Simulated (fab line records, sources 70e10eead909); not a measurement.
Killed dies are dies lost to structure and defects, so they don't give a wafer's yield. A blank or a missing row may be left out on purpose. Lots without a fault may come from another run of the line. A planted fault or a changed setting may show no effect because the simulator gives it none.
fab line records | flow nand_harc
record lots=6 wafers=18 last_day=33
route steps=1302 shown A_ONON_D1@428 END@1302
lots that met no fault: from a run of the same line without faults
start_h: hours from the record's first day to the start of the lot's first wafer shown | wait_h: hours since the lot's step before | " the same as in the row above | L1.1+2: a row that stands for several wafers | - no value, or no start given | * or withheld: withheld | < > ~ a bound
route shown NAME@n: a module of which the file shows steps, and the number in the route of the first | usual: mean/standard deviation of fault-free wafers | same: alike in all rows | chamber/n: place in a boat | sites: the reading at each site | _std_site: their standard deviation | _edge_site: outer sites' mean less inner sites' | radius_mm: how far each site lies from the wafer's centre | mask NAME#n: copy n | behind: the tool/chamber that last shaped the wafer | hold: why the lot was held/for how many hours/how that ended | device: the transistor (n, p or np) that didn't switch | end of line: the same wafers' tests at the end of the route | a step without rows: its recipe alone | killed: dies lost to structure and defects at the first sort, not the wafer's yield | map: a wafer's dies, x killed, . not, _ none there
set.NAME: the setting as run; set.NAME@STEP: as run at that earlier step | model.NAME: the simulator's own value behind a step, which no gauge read
lots at some steps of the route; a table a step, a row a wafer
services: from which hour (start_h, from the record's first day; less than 0 if before it) a tool's chamber was out of use, for how many hours, and why
## steps
# step NHARC_A_ONON_D1_DEP_06
# recipe target_thk_a=10000 n2_flow_sccm=2750 n2o_flow_sccm=2000 nh3_flow_sccm=500 sih4_flow_sccm=210 temp_c=400
# step NHARC_A_ONON_D1_THK_MEAS_08
# recipe thk_meas_gauge=ellipsometry
# usual thk_nm=1001/10
# columns lot.wafer tool chamber start_h wait_h thk_nm
L655.1 film_metro-02 - 263.82 - 1006
L655.4 " - " " 1006
L655.5 " - " " 1005
L657.2 film_metro-02 - 276.98 - 1004
L657.3 " - " " 1001
L657.6 " - " " 1004
L663.3 film_metro-02 - 339.15 - 1003
L663.5 " - " " 1005
L663.6 " - " " 1004
L664.1 film_metro-01 - 349.26 - 1020
L664.5 " - " " 1021
L664.6 " - " " 1020
L665.1 film_metro-02 - 370.52 - 988
L665.2 " - " " 988
L665.4 " - " " 988
L668.2 film_metro-01 - 395.06 - 996
L668.3 " - " " 998
L668.5 " - " " 996
# step NHARC_A_ONON_D1_DEP_09
# recipe target_thk_a=10000 n2_flow_sccm=2750 n2o_flow_sccm=2000 nh3_flow_sccm=500 sih4_flow_sccm=210 temp_c=400
# step NHARC_A_ONON_D1_THK_MEAS_11
# recipe thk_meas_gauge=ellipsometry
# usual thk_nm=1001/10
# columns lot.wafer tool chamber start_h wait_h thk_nm
L655.1 film_metro-01 - 264.40 - 1005
L655.4 " - " " 1005
L655.5 " - " " 1004
L657.2 film_metro-02 - 277.54 - 1020
L657.3 " - " " 1022
L657.6 " - " " 1019
L663.3 film_metro-02 - 339.75 - 983
L663.5 " - " " 983
L663.6 " - " " 984
L664.1 film_metro-02 - 349.82 - 1006
L664.5 " - " " 1010
L664.6 " - " " 1008
L665.1 film_metro-02 - 371.09 - 1002
L665.2 " - " " 1004
L665.4 " - " " 1003
L668.2 film_metro-01 - 395.63 - 991
L668.3 " - " " 991
L668.5 " - " " 993
# step NHARC_A_ONON_D1_DEP_12
# recipe target_thk_a=10000 n2_flow_sccm=2750 n2o_flow_sccm=2000 nh3_flow_sccm=500 sih4_flow_sccm=210 temp_c=400
# step NHARC_A_ONON_D1_THK_MEAS_14
# recipe thk_meas_gauge=ellipsometry
# usual thk_nm=997/8
# columns lot.wafer tool chamber start_h wait_h thk_nm
L655.1 film_metro-01 - 264.97 - 978
L655.4 " - " " 980
L655.5 " - " " 981
L657.2 film_metro-02 - 278.11 - 1000
L657.3 " - " " 1000
L657.6 " - " " 1001
L663.3 film_metro-01 - 340.32 - 1003
L663.5 " - " " 1004
L663.6 " - " " 1000
L664.1 film_metro-01 - 350.39 - 995
L664.5 " - " " 996
L664.6 " - " " 995
L665.1 film_metro-01 - 371.65 - 1007
L665.2 " - " " 1006
L665.4 " - " " 1009
L668.2 film_metro-02 - 396.19 - 984
L668.3 " - " " 984
L668.5 " - " " 984
# step NHARC_A_ONON_D1_ANNEAL_15
# recipe temp_c=750 time_s=3600
# step NHARC_A_ONON_D1_DEP_16
# recipe target_thk_a=10000 n2_flow_sccm=2750 n2o_flow_sccm=2000 nh3_flow_sccm=500 sih4_flow_sccm=210 temp_c=400
# step NHARC_A_ONON_D1_THK_MEAS_18
# recipe thk_meas_gauge=ellipsometry
# usual thk_nm=1002/8
# columns lot.wafer tool chamber start_h wait_h thk_nm
L655.1 film_metro-02 - 273.97 - 1002
L655.4 " - " " 1004
L655.5 " - " " 1001
L657.2 film_metro-02 - 286.67 - 1013
L657.3 " - " " 1015
L657.6 " - " " 1015
L663.3 film_metro-01 - 348.17 - 1007
L663.5 " - " " 1007
L663.6 " - " " 1006
L664.1 film_metro-01 - 358.28 - 999
L664.5 " - " " 997
L664.6 " - " " 999
L665.1 film_metro-01 - 382.75 - 991
L665.2 " - " " 991
L665.4 " - " " 992
L668.2 film_metro-02 - 405.09 - 990
L668.3 " - " " 989
L668.5 " - " " 992
# step NHARC_A_ONON_D1_DEP_19
# recipe target_thk_a=10000 n2_flow_sccm=2750 n2o_flow_sccm=2000 nh3_flow_sccm=500 sih4_flow_sccm=210 temp_c=400
# step NHARC_A_ONON_D1_THK_MEAS_21
# recipe thk_meas_gauge=ellipsometry
# usual thk_nm=1000/6.5
# columns lot.wafer tool chamber start_h wait_h thk_nm
L655.1 film_metro-01 - 274.54 - 1007
L655.4 " - " " 1008
L655.5 " - " " 1006
L657.2 film_metro-01 - 287.23 - 996
L657.3 " - " " 995
L657.6 " - " " 997
L663.3 film_metro-01 - 348.74 - 999
L663.5 " - " " 999
L663.6 " - " " 996
L664.1 film_metro-01 - 358.84 - 1009
L664.5 " - " " 1010
L664.6 " - " " 1010
L665.1 film_metro-01 - 383.31 - 998
L665.2 " - " " 1001
L665.4 " - " " 999
L668.2 film_metro-01 - 405.66 - 999
L668.3 " - " " 999
L668.5 " - " " 1000
# step NHARC_A_ONON_D1_DEP_22
# recipe target_thk_a=10000 n2_flow_sccm=2750 n2o_flow_sccm=2000 nh3_flow_sccm=500 sih4_flow_sccm=210 temp_c=400
# columns lot.wafer tool chamber start_h wait_h
L655.1+4+5 pecvd_onon-03 0 274.59 0.1
L657.2+3+6 pecvd_onon-04 0 287.34 0.1
L663.3+5+6 pecvd_onon-03 0 348.91 0.2
L664.1+5+6 pecvd_onon-03 0 358.90 0.1
L665.1+2+4 pecvd_onon-04 0 383.37 0.1
L668.2+3+5 pecvd_onon-04 0 405.77 0.1
# step NHARC_A_ONON_D1_THK_MEAS_24
# recipe thk_meas_gauge=ellipsometry
# usual thk_nm=999/9
# columns lot.wafer tool chamber start_h wait_h thk_nm
L655.1 film_metro-01 - 275.10 - 1002
L655.4 " - " " 1001
L655.5 " - " " 1001
L657.2 film_metro-02 - 287.80 - 999
L657.3 " - " " 998
L657.6 " - " " 999
L663.3 film_metro-01 - 349.30 - 1464
L663.5 " - " " 1464
L663.6 " - " " 1464
L664.1 film_metro-02 - 359.41 - 1459
L664.5 " - " " 1460
L664.6 " - " " 1461
L665.1 film_metro-01 - 383.88 - 996
L665.2 " - " " 998
L665.4 " - " " 997
L668.2 film_metro-02 - 406.23 - 997
L668.3 " - " " 996
L668.5 " - " " 996
# step NHARC_A_ONON_D1_DEP_25
# recipe target_thk_a=10000 n2_flow_sccm=2750 n2o_flow_sccm=2000 nh3_flow_sccm=500 sih4_flow_sccm=210 temp_c=400
# step NHARC_END_SORT_01
# recipe temp_c=25
# usual killed_at_array=54/16 killed_at_other=0.6/0.86 killed_at_periphery=3.8/2.6 killed_dies=58/16 killed_open=3.3/1.8 killed_short=2.7/1.7
# same gross_dies=677
# columns lot.wafer tool chamber start_h wait_h killed_at_array killed_at_other killed_at_periphery killed_dies killed_open killed_short
L664.1 prober-01 0 741.12 2.5 672 0 5 677 5 0
L664.5 prober-01 0 744.35 3.7 672 1 4 677 1 4
L664.6 prober-01 0 745.16 4.0 674 0 3 677 1 2
L663.3 prober-02 0 742.73 3.1 668 0 9 677 1 4
L663.5 prober-02 0 744.36 3.7 673 1 3 677 4 3
L663.6 prober-02 0 745.17 4.1 666 2 9 677 5 2
L665.1 prober-02 0 773.20 2.5 55 0 2 57 1 3
L665.2 prober-02 0 774.01 2.8 59 2 8 69 3 3
L665.4 prober-02 0 775.62 3.4 58 0 6 64 5 2
# killed by level:class
L664.1 A_ONON_D1:area_dep=611 A_SLIT:chamber_film_flake=19 A_CHANNEL_HOLE_D2:chamber_film_flake=17 A_CONTACT:chamber_film_flake=9 A_CHANNEL_HOLE_D1:chamber_film_flake=6 P_CONTACT:chamber_film_flake=4 A_CHANNEL_FILL_D2:geometric_particle:open=2 A_STAIRCASE:chamber_film_flake=2
L663.3 A_ONON_D1:area_dep=634 A_CHANNEL_HOLE_D2:chamber_film_flake=13 A_CHANNEL_HOLE_D1:chamber_film_flake=7 A_SGD_CUT:chamber_film_flake=5 P_CONTACT:chamber_film_flake=3 A_SLIT:chamber_film_flake=3 P_GATE:chamber_film_flake=2 A_CONTACT:chamber_film_flake=2
L664.5 A_ONON_D1:area_dep=615 A_SLIT:chamber_film_flake=22 A_CHANNEL_HOLE_D2:chamber_film_flake=13 A_CONTACT:chamber_film_flake=11 A_CHANNEL_HOLE_D1:chamber_film_flake=4 P_CONTACT:chamber_film_flake=3 A_WL_FILL:chamber_film_flake=2 P_M1:geometric_particle:open=1
L663.5 A_ONON_D1:area_dep=623 A_CHANNEL_HOLE_D2:chamber_film_flake=14 A_CHANNEL_HOLE_D1:chamber_film_flake=11 A_SLIT:chamber_film_flake=8 A_CONTACT:chamber_film_flake=4 A_SGD_CUT:chamber_film_flake=3 A_WL_FILL:chamber_film_flake=3 A_CONTACT:geometric_particle:open=2
L664.6 A_ONON_D1:area_dep=617 A_SLIT:chamber_film_flake=22 A_CHANNEL_HOLE_D1:chamber_film_flake=9 A_CHANNEL_HOLE_D2:chamber_film_flake=8 A_CONTACT:chamber_film_flake=8 A_WL_FILL:chamber_film_flake=3 P_CONTACT:chamber_film_flake=2 A_ONON_D2:geometric_particle:short=1
L663.6 A_ONON_D1:area_dep=608 A_CHANNEL_HOLE_D2:chamber_film_flake=23 A_CHANNEL_HOLE_D1:chamber_film_flake=10 A_SLIT:chamber_film_flake=9 P_CONTACT:chamber_film_flake=5 A_SGD_CUT:chamber_film_flake=4 A_BLC:geometric_particle:open=2 P_ZERO_WELL:chamber_film_flake=2
L665.1 A_CHANNEL_HOLE_D2:chamber_film_flake=19 A_SLIT:chamber_film_flake=16 A_CONTACT:chamber_film_flake=7 A_CHANNEL_HOLE_D1:chamber_film_flake=6 A_STAIRCASE:chamber_film_flake=3 P_M0:geometric_particle:short=1 A_SOURCE_PLATE:geometric_particle:short=1 A_ONON_D1:geometric_particle:open=1
L665.2 A_SLIT:chamber_film_flake=20 A_CHANNEL_HOLE_D2:chamber_film_flake=13 A_CONTACT:chamber_film_flake=12 A_CHANNEL_HOLE_D1:chamber_film_flake=6 P_GATE:chamber_film_flake=3 A_STAIRCASE:chamber_film_flake=3 A_CHANNEL_FILL_D2:chamber_film_flake=2 P_CONTACT:geometric_particle:short=1
L665.4 A_CHANNEL_HOLE_D2:chamber_film_flake=22 A_SLIT:chamber_film_flake=16 A_CONTACT:chamber_film_flake=7 A_CHANNEL_HOLE_D1:chamber_film_flake=4 A_ONON_D2:geometric_particle:short=2 P_STI:chamber_film_flake=2 P_GATE:chamber_film_flake=2 P_CONTACT:geometric_particle:open=1
# map L663.3 (x killed, . not)
____________x____________
_________xxxxxxx_________
_______xxxxxxxxxxx_______
______xxxxxxxxxxxxx______
_____xxxxxxxxxxxxxxx_____
____xxxxxxxxxxxxxxxxx____
____xxxxxxxxxxxxxxxxx____
___xxxxxxxxxxxxxxxxxxx___
___xxxxxxxxxxxxxxxxxxx___
__xxxxxxxxxxxxxxxxxxxxx__
__xxxxxxxxxxxxxxxxxxxxx__
_xxxxxxxxxxxxxxxxxxxxxxx_
_xxxxxxxxxxxxxxxxxxxxxxx_
_xxxxxxxxxxxxxxxxxxxxxxx_
_xxxxxxxxxxxxxxxxxxxxxxx_
_xxxxxxxxxxxxxxxxxxxxxxx_
xxxxxxxxxxxxxxxxxxxxxxxxx
xxxxxxxxxxxxxxxxxxxxxxxxx
xxxxxxxxxxxxxxxxxxxxxxxxx
xxxxxxxxxxxxxxxxxxxxxxxxx
xxxxxxxxxxxxxxxxxxxxxxxxx
_xxxxxxxxxxxxxxxxxxxxxxx_
_xxxxxxxxxxxxxxxxxxxxxxx_
_xxxxxxxxxxxxxxxxxxxxxxx_
_xxxxxxxxxxxxxxxxxxxxxxx_
_xxxxxxxxxxxxxxxxxxxxxxx_
__xxxxxxxxxxxxxxxxxxxxx__
__xxxxxxxxxxxxxxxxxxxxx__
___xxxxxxxxxxxxxxxxxxx___
___xxxxxxxxxxxxxxxxxxx___
____xxxxxxxxxxxxxxxxx____
____xxxxxxxxxxxxxxxxx____
_____xxxxxxxxxxxxxxx_____
______xxxxxxxxxxxxx______
_______xxxxxxxxxxx_______
_________xxxxxxx_________
____________x____________
# map L664.1 (x killed, . not)
____________x____________
_________xxxxxxx_________
_______xxxxxxxxxxx_______
______xxxxxxxxxxxxx______
_____xxxxxxxxxxxxxxx_____
____xxxxxxxxxxxxxxxxx____
____xxxxxxxxxxxxxxxxx____
___xxxxxxxxxxxxxxxxxxx___
___xxxxxxxxxxxxxxxxxxx___
__xxxxxxxxxxxxxxxxxxxxx__
__xxxxxxxxxxxxxxxxxxxxx__
_xxxxxxxxxxxxxxxxxxxxxxx_
_xxxxxxxxxxxxxxxxxxxxxxx_
_xxxxxxxxxxxxxxxxxxxxxxx_
_xxxxxxxxxxxxxxxxxxxxxxx_
_xxxxxxxxxxxxxxxxxxxxxxx_
xxxxxxxxxxxxxxxxxxxxxxxxx
xxxxxxxxxxxxxxxxxxxxxxxxx
xxxxxxxxxxxxxxxxxxxxxxxxx
xxxxxxxxxxxxxxxxxxxxxxxxx
xxxxxxxxxxxxxxxxxxxxxxxxx
_xxxxxxxxxxxxxxxxxxxxxxx_
_xxxxxxxxxxxxxxxxxxxxxxx_
_xxxxxxxxxxxxxxxxxxxxxxx_
_xxxxxxxxxxxxxxxxxxxxxxx_
_xxxxxxxxxxxxxxxxxxxxxxx_
__xxxxxxxxxxxxxxxxxxxxx__
__xxxxxxxxxxxxxxxxxxxxx__
___xxxxxxxxxxxxxxxxxxx___
___xxxxxxxxxxxxxxxxxxx___
____xxxxxxxxxxxxxxxxx____
____xxxxxxxxxxxxxxxxx____
_____xxxxxxxxxxxxxxx_____
______xxxxxxxxxxxxx______
_______xxxxxxxxxxx_______
_________xxxxxxx_________
____________x____________
## services
# columns tool chamber start_h hours kind
pecvd_onon-04 - 311.08 13.0 pm
## key
first_sign step=NHARC_A_ONON_D1_THK_MEAS_24 reading=thk_nm direction=up sigmas=51 usual=999 struck=1462
effect step=NHARC_END_SORT_01 reading=killed_at_array direction=up sigmas=39 usual=54 struck=671
more_kills_born_at NHARC_A_ONON_D1_DEP_22@pecvd_onon-03=3708
met_at NHARC_A_ONON_D1_DEP_22
struck_wafers L663.3,L663.5,L663.6,L664.1,L664.5,L664.6
later_rows_left_out L663.3,L663.5,L663.6,L664.1,L664.5,L664.6
tester_left_out L663,L664
onset_between 274.59 348.91
fault kind=process_parameter_drift tool=pecvd_onon-03 chamber=- onset_h=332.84 steps=NHARC_A_ONON_D1_DEP_22 channel=target_thk_a offset=* shape=step end_h=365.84 acts_in=* stated=*
# tester_left_out: of these lots the tester's yield and bins aren't shown, on N5 and GAA mostly nor the transistor test; their killed dies are dies lost to structure and defects alone, not to doping, threshold or leakage, so they don't give the yield
# later_rows_left_out: the simulator's readings of these wafers behind a module that went badly wrong aren't trusted and aren't shown, but for the sort
